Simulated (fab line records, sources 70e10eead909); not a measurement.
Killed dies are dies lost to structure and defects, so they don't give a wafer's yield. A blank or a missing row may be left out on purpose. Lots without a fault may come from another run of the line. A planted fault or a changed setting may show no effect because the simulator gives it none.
fab line records | flow nand_harc
record lots=13 wafers=39 last_day=24
route steps=1159 shown P_GATE@143
lots that met no fault: from a run of the same line without faults
start_h: hours from the record's first day to the start of the lot's first wafer shown | wait_h: hours since the lot's step before | " the same as in the row above | L1.1+2: a row that stands for several wafers | - no value, or no start given | * or withheld: withheld | < > ~ a bound
route shown NAME@n: a module of which the file shows steps, and the number in the route of the first | usual: mean/standard deviation of fault-free wafers | same: alike in all rows | chamber/n: place in a boat | sites: the reading at each site | _std_site: their standard deviation | _edge_site: outer sites' mean less inner sites' | radius_mm: how far each site lies from the wafer's centre | mask NAME#n: copy n | behind: the tool/chamber that last shaped the wafer | hold: why the lot was held/for how many hours/how that ended | device: the transistor (n, p or np) that didn't switch | end of line: the same wafers' tests at the end of the route | a step without rows: its recipe alone | killed: dies lost to structure and defects at the first sort, not the wafer's yield | map: a wafer's dies, x killed, . not, _ none there
set.NAME: the setting as run; set.NAME@STEP: as run at that earlier step | model.NAME: the simulator's own value behind a step, which no gauge read
steps of the route over a sample of lots; a table a step, a row a wafer
services: from which hour (start_h, from the record's first day; less than 0 if before it) a tool's chamber was out of use, for how many hours, and why
## steps
# step NHARC_P_GATE_INSPECT_28
# usual raw_defect_count=7/3.4
# columns lot.wafer tool chamber start_h wait_h raw_defect_count
L231.4 defect_inspect-02 - 79.62 0.0 2
L231.5 " - " " 0
L231.6 " - " " 6
L232.2 defect_inspect-01 - 94.81 0.0 0
L232.4 " - " " 4
L232.6 " - " " 4
L233.1 defect_inspect-02 - 100.58 0.0 5
L233.2 " - " " 13
L233.6 " - " " 9
L234.1 defect_inspect-01 - 106.89 0.0 9
L234.2 " - " " 9
L234.5 " - " " 5
L236.1 defect_inspect-01 - 112.76 0.0 3
L236.3 " - " " 2
L236.6 " - " " 5
L235.2 defect_inspect-01 - 113.41 0.0 3
L235.3 " - " " 7
L235.4 " - " " 4
L239.1 defect_inspect-02 - 139.85 0.1 6
L239.5 " - " " 6
L239.6 " - " " 4
L249.2 defect_inspect-02 - 195.58 0.0 5
L249.3 " - " " 5
L249.6 " - " " 6
L251.2 defect_inspect-02 - 213.94 0.0 1
L251.3 " - " " 8
L251.4 " - " " 5
L252.1 defect_inspect-01 - 214.14 0.0 3
L252.2 " - " " 10
L252.3 " - " " 6
L250.1 defect_inspect-01 - 214.58 0.0 13
L250.3 " - " " 7
L250.4 " - " " 5
L253.2 defect_inspect-01 - 221.32 0.1 5
L253.5 " - " " 10
L253.6 " - " " 4
L254.1 defect_inspect-01 - 221.94 0.0 14
L254.3 " - " " 10
L254.5 " - " " 10
# step NHARC_P_GATE_ETCH_104
# recipe target_depth_a=600 time_s=withheld cf4_flow_sccm=100 chf3_flow_sccm=30 ar_flow_sccm=0 rf_w=500 bias_w=200 chemistry=CF4/CHF3
# usual drypump_motor_current_A=5.79/0.28 oes_product_au=0.936/0.018 rf_vpp_V=371.2/2.6 showerhead_plenum_p_Torr=1.59/0.073 throttle_valve_pct=16.802/0.0088
# columns lot.wafer tool chamber start_h wait_h drypump_motor_current_A oes_product_au rf_vpp_V showerhead_plenum_p_Torr throttle_valve_pct
L231.4 rie_diel-07 2 79.83 0.1 6.04 0.945 370.0 1.51 16.803
L231.6 " 3 " " 5.70 0.935 372.7 1.63 16.798
L231.5 " 0 " " 6.23 0.940 365.9 1.48 16.796
L232.4 rie_diel-07 0 94.96 0.1 6.26 0.923 367.6 1.47 16.780
L232.2 " 1 " " 5.60 0.909 368.1 1.50 16.803
L232.6 " 2 " " 6.04 0.923 370.1 1.51 16.805
L233.1 rie_diel-10 0 100.73 0.1 5.30 0.919 374.9 1.67 16.803
L233.2 " 2 " " 6.09 0.925 372.5 1.63 16.803
L233.6 " 0 " " 5.31 0.933 373.9 1.67 16.808
L234.1 rie_diel-03 0 107.04 0.1 5.45 0.958 372.1 1.61 16.801
L234.2 " 3 " " 6.06 0.997 373.3 1.63 16.811
L234.5 " 1 " " 5.77 0.954 373.8 1.69 16.809
L236.1 rie_diel-07 2 112.91 0.1 6.02 0.921 368.4 1.51 16.801
L236.3 " 3 " " 5.69 0.912 371.9 1.62 16.813
L236.6 " 2 " " 6.04 0.925 368.8 1.51 16.798
L235.4 rie_diel-10 2 113.55 0.1 6.05 0.965 372.3 1.63 16.799
L235.3 " 3 " " 5.90 0.945 373.6 1.68 16.813
L235.2 " 1 " " 5.64 0.990 372.3 1.58 16.805
L239.1 rie_diel-07 2 140.17 0.2 6.03 0.961 367.2 1.51 16.823
L239.6 " 2 " " 6.04 0.966 369.6 1.51 16.807
L239.5 " 3 " " 5.68 0.944 373.0 1.62 16.795
L249.3 rie_diel-07 3 195.73 0.1 5.67 0.933 372.3 1.62 16.804
L249.2 " 2 " " 6.03 0.968 368.6 1.50 16.802
L249.6 " 3 " " 5.70 0.927 372.9 1.62 16.790
L251.2 rie_diel-07 0 214.13 0.1 6.30 0.950 366.6 1.46 16.806
L251.4 " 1 " " 5.61 0.946 368.3 1.49 16.807
L251.3 " 2 " " 6.05 0.942 368.4 1.50 16.798
L252.1 rie_diel-07 2 214.34 0.1 6.05 0.950 368.2 1.50 16.807
L252.3 " 0 " " 6.26 0.941 368.1 1.46 16.808
L252.2 " 1 " " 5.59 0.935 366.7 1.49 16.794
L250.4 rie_diel-10 1 214.73 0.1 5.62 0.921 370.1 1.57 16.811
L250.3 " 3 " " 5.91 0.921 373.9 1.67 16.788
L250.1 " 0 " " 5.29 0.921 373.4 1.66 16.820
L253.2 rie_diel-10 2 221.48 0.1 6.06 0.927 371.7 1.63 16.801
L253.5 " 3 " " 5.89 0.909 373.1 1.67 16.804
L253.6 " 0 " " 5.31 0.914 373.5 1.66 16.790
L254.1 rie_diel-10 1 222.38 0.3 5.63 0.932 370.8 1.57 16.798
L254.3 " 3 " " 5.90 0.915 374.5 1.67 16.786
L254.5 " 1 " " 5.64 0.925 370.3 1.57 16.801
# step NHARC_P_GATE_EXPOSE_56
# recipe na=0.6 target_cd_nm=720 dose_mj=14.81 mask_id=P_PSD
# usual focus_offset_nm=0.0/0.56
# columns lot.wafer tool chamber start_h wait_h mask focus_offset_nm
L231.4 krf_scanner-02 0 93.17 - P_PSD#0 0.8
L231.5 " 0 " " P_PSD#0 -0.2
L231.6 " 0 " " P_PSD#0 -0.3
L232.2 krf_scanner-01 0 108.33 - P_PSD#0 0.4
L232.4 " 0 " " P_PSD#0 0.2
L232.6 " 0 " " P_PSD#0 -1.0
L233.1 krf_scanner-03 0 113.96 - P_PSD#0 -0.1
L233.2 " 0 " " P_PSD#0 -0.1
L233.6 " 0 " " P_PSD#0 0.1
L234.1 krf_scanner-02 0 120.53 - P_PSD#0 0.2
L234.2 " 0 " " P_PSD#0 -0.6
L234.5 " 0 " " P_PSD#0 -0.5
L236.1 krf_scanner-02 0 126.88 - P_PSD#0 -0.2
L236.3 " 0 " " P_PSD#0 0.6
L236.6 " 0 " " P_PSD#0 0.3
L235.2 krf_scanner-03 0 130.69 - P_PSD#0 0.3
L235.3 " 0 " " P_PSD#0 -0.5
L235.4 " 0 " " P_PSD#0 -0.6
L239.1 krf_scanner-03 0 153.90 - P_NSD#0 0.4
L239.5 " 0 " " P_NSD#0 0.3
L239.6 " 0 " " P_NSD#0 -0.4
L249.2 krf_scanner-02 0 209.30 - P_PSD#0 -1.1
L249.3 " 0 " " P_PSD#0 0.8
L249.6 " 0 " " P_PSD#0 -0.5
L251.2 krf_scanner-02 0 227.56 - P_PSD#0 0.5
L251.3 " 0 " " P_PSD#0 0.6
L251.4 " 0 " " P_PSD#0 0.0
L252.1 krf_scanner-03 0 227.72 - P_PSD#0 -1.1
L252.2 " 0 " " P_PSD#0 0.6
L252.3 " 0 " " P_PSD#0 0.0
L250.1 krf_scanner-03 0 234.19 - P_PSD#0 -0.3
L250.3 " 0 " " P_PSD#0 0.3
L250.4 " 0 " " P_PSD#0 0.5
L253.2 krf_scanner-02 0 234.87 - P_PSD#0 0.3
L253.5 " 0 " " P_PSD#0 1.3
L253.6 " 0 " " P_PSD#0 0.7
L254.1 krf_scanner-02 0 242.17 - P_PSD#0 0.5
L254.3 " 0 " " P_PSD#0 0.7
L254.5 " 0 " " P_PSD#0 -0.1
# step NHARC_P_GATE_CD_MEAS_59
# recipe target_cd_nm=720 landing_energy_ev=500
# usual cd_nm=719.3/1.3
# columns lot.wafer tool chamber start_h wait_h cd_nm
L231.4 cd_sem-03 0 93.32 - 719.3
L231.5 " 0 " " 722.1
L231.6 " 0 " " 720.8
L232.2 cd_sem-02 0 108.48 - 718.0
L232.4 " 0 " " 716.6
L232.6 " 0 " " 716.5
L233.1 cd_sem-03 0 114.13 - 719.8
L233.2 " 0 " " 719.6
L233.6 " 0 " " 721.4
L234.1 cd_sem-02 0 120.68 - 719.6
L234.2 " 0 " " 719.3
L234.5 " 0 " " 719.2
L236.1 cd_sem-03 0 127.04 - 719.0
L236.3 " 0 " " 720.1
L236.6 " 0 " " 719.2
L235.2 cd_sem-03 0 130.84 - 718.1
L235.3 " 0 " " 717.7
L235.4 " 0 " " 718.4
L239.1 cd_sem-03 0 154.06 - -
L239.5 " 0 " " -
L239.6 " 0 " " -
L249.2 cd_sem-01 0 209.45 - 720.9
L249.3 " 0 " " 721.7
L249.6 " 0 " " 719.8
L251.2 cd_sem-03 0 227.71 - 718.7
L251.3 " 0 " " 718.8
L251.4 " 0 " " 719.8
L252.1 cd_sem-02 0 227.88 - 719.7
L252.2 " 0 " " 720.1
L252.3 " 0 " " 719.3
L250.1 cd_sem-01 0 234.35 - 720.8
L250.3 " 0 " " 719.2
L250.4 " 0 " " 722.0
L253.2 cd_sem-01 0 235.03 - 718.0
L253.5 " 0 " " 719.0
L253.6 " 0 " " 717.3
L254.1 cd_sem-02 0 242.33 - 717.3
L254.3 " 0 " " 719.3
L254.5 " 0 " " 716.2
# step NHARC_P_GATE_DESCUM_61
# recipe time_s=3 o2_flow_sccm=200 ar_flow_sccm=0 bias_power_w=0 chemistry=O2
# usual drypump_motor_current_A=5.79/0.28 o2_flow_sccm=200.0/0.59 oes_product_au=1.000/0.0084 rf_vpp_V=57.8/0.96 showerhead_plenum_p_Torr=1.93/0.096 throttle_valve_pct=11.310/0.01
# columns lot.wafer tool chamber start_h wait_h drypump_motor_current_A o2_flow_sccm oes_product_au rf_hours_counter_h rf_vpp_V showerhead_plenum_p_Torr throttle_valve_pct
L231.4 rie_diel-10 0 93.49 - 5.33 200.1 1.003 18 59.4 2.04 11.309
L231.6 " 2 " " 6.02 199.6 0.997 - 59.0 1.99 11.308
L231.5 " 3 " " 5.87 200.9 0.991 - 59.4 2.05 11.316
L232.2 rie_diel-10 0 108.64 - 5.31 201.0 1.006 20 58.0 2.03 11.329
L232.4 " 1 " " 5.63 199.8 0.996 19 58.9 1.92 11.305
L232.6 " 1 " " 5.63 199.6 1.002 - 57.2 1.92 11.314
L233.2 rie_diel-07 3 114.29 - 5.67 200.3 1.004 20 57.3 1.98 11.299
L233.1 " 0 " " 6.25 199.0 1.000 19 56.7 1.78 11.309
L233.6 " 3 " " 5.67 201.1 1.004 - 57.7 1.98 11.297
L234.2 rie_diel-10 0 120.84 - 5.29 200.0 0.996 21 59.2 2.03 11.302
L234.1 " 3 " " 5.91 200.0 0.990 17 59.0 2.05 11.300
L234.5 " 1 " " 5.63 200.7 1.006 - 56.7 1.92 11.304
L236.3 rie_diel-07 0 127.20 - 6.22 200.1 0.989 24 58.6 1.78 11.301
L236.1 " 3 " " 5.68 201.2 1.008 23 58.0 1.98 11.311
L236.6 " 0 " " 6.26 200.7 0.983 - 55.4 1.78 11.304
L235.4 rie_diel-07 2 131.29 - 6.03 200.2 1.005 23 55.4 1.83 11.319
L235.3 " 3 " " 5.68 199.0 1.002 25 58.2 1.98 11.289
L235.2 " 0 " " 6.27 199.3 0.996 25 57.6 1.78 11.321
L239.1 rie_diel-10 1 154.30 - 5.63 199.7 1.012 26 56.9 1.92 11.318
L239.6 " 2 " " 6.04 199.7 1.009 - 56.9 1.99 11.331
L239.5 " 3 " " 5.89 200.2 0.982 - 58.1 2.05 11.316
L249.2 rie_diel-07 1 209.63 - 5.53 200.8 0.999 52 57.8 1.80 11.312
L249.3 " 2 " " 6.03 200.0 1.002 51 58.5 1.82 11.303
L249.6 " 0 " " 6.29 199.8 0.995 - 56.0 1.77 11.305
L251.4 rie_diel-10 3 227.87 - 5.87 199.2 0.986 11 58.7 2.04 11.312
L251.3 " 0 " " 5.31 199.4 0.991 9 57.5 2.03 11.321
L251.2 " 2 " " 5.98 200.3 1.001 10 58.7 1.98 11.332
L252.2 rie_diel-10 2 228.06 - 6.03 199.4 1.006 10 58.9 1.98 11.313
L252.1 " 3 " " 5.86 200.0 0.992 11 58.7 2.04 11.304
L252.3 " 0 " " 5.32 200.6 0.983 9 58.9 2.03 11.307
L250.1 rie_diel-10 2 234.77 - 6.02 200.3 1.009 12 58.4 1.98 11.299
L250.3 " 3 " " 5.89 198.7 0.997 12 58.4 2.04 11.320
L250.4 " 0 " " 5.30 200.1 0.999 11 57.1 2.03 11.317
L253.2 rie_diel-10 2 235.23 - 6.05 199.4 1.003 12 57.3 1.98 11.286
L253.6 " 0 " " 5.33 200.4 1.002 - 58.2 2.03 11.316
L253.5 " 1 " " 5.64 199.4 1.003 - 57.9 1.91 11.321
L254.1 rie_diel-10 0 242.49 - 5.30 199.7 0.990 12 58.9 2.03 11.289
L254.3 " 2 " " 6.06 199.7 0.993 14 60.5 1.98 11.319
L254.5 " 1 " " 5.63 200.9 1.004 - 57.4 1.91 11.310
## services
# columns tool chamber start_h hours kind
rie_diel-10 0 57.59 - clean
krf_scanner-02 - 60.02 2.6 repair
krf_scanner-02 - 71.01 0.3 repair
krf_scanner-01 - 77.76 0.3 repair
krf_scanner-01 - 84.00 4.0 pm
krf_scanner-02 - 95.81 1.6 repair
krf_scanner-01 - 116.77 0.3 repair
krf_scanner-01 - 118.14 0.6 repair
rie_diel-10 - 126.92 0.3 repair
rie_diel-03 1 143.12 29.9 repair
krf_scanner-02 - 146.76 0.7 repair
rie_diel-03 0 148.97 56.9 repair
krf_scanner-03 - 168.00 4.0 pm
krf_scanner-02 - 172.61 0.6 repair
rie_diel-10 - 176.58 9.0 pm
rie_diel-07 2 177.36 4.5 repair
rie_diel-10 0 188.05 8.4 repair
krf_scanner-01 - 194.66 2.3 repair
krf_scanner-02 - 210.00 4.0 pm
rie_diel-03 - 215.30 9.0 pm
rie_diel-03 0 224.77 8.1 repair
rie_diel-07 - 228.37 9.0 pm
krf_scanner-03 - 238.45 3.1 repair
rie_diel-07 0 241.42 3.2 repair
## key
first_sign step=NHARC_P_GATE_EXPOSE_56 reading=mask direction=changed
effect step=NHARC_P_GATE_CD_MEAS_59 reading=cd_nm direction=missing
met_at NHARC_P_GATE_EXPOSE_56
struck_lots L239
later_rows_left_out L239.1,L239.5,L239.6
sort_left_out L239.1,L239.5,L239.6
tester_left_out L239
not_acting_at NHARC_P_GATE_INSPECT_28,NHARC_P_GATE_ETCH_104,NHARC_P_GATE_DESCUM_61
onset_between 130.69 153.90
fault kind=wrong_mask tool=any chamber=- onset_h=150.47 steps=NHARC_P_GATE_EXPOSE_56 aux_copy=P_NSD#0 scope=struck_lots_only
# tester_left_out: of these lots the tester's yield and bins aren't shown, on N5 and GAA mostly nor the transistor test; their killed dies are dies lost to structure and defects alone, not to doping, threshold or leakage, so they don't give the yield
# sort_left_out: the simulated sort isn't trusted on such a fault, so these wafers' sort isn't shown, and their yield isn't known
# later_rows_left_out: the simulator's readings of these wafers behind a module that went badly wrong aren't trusted and aren't shown, but for the sort
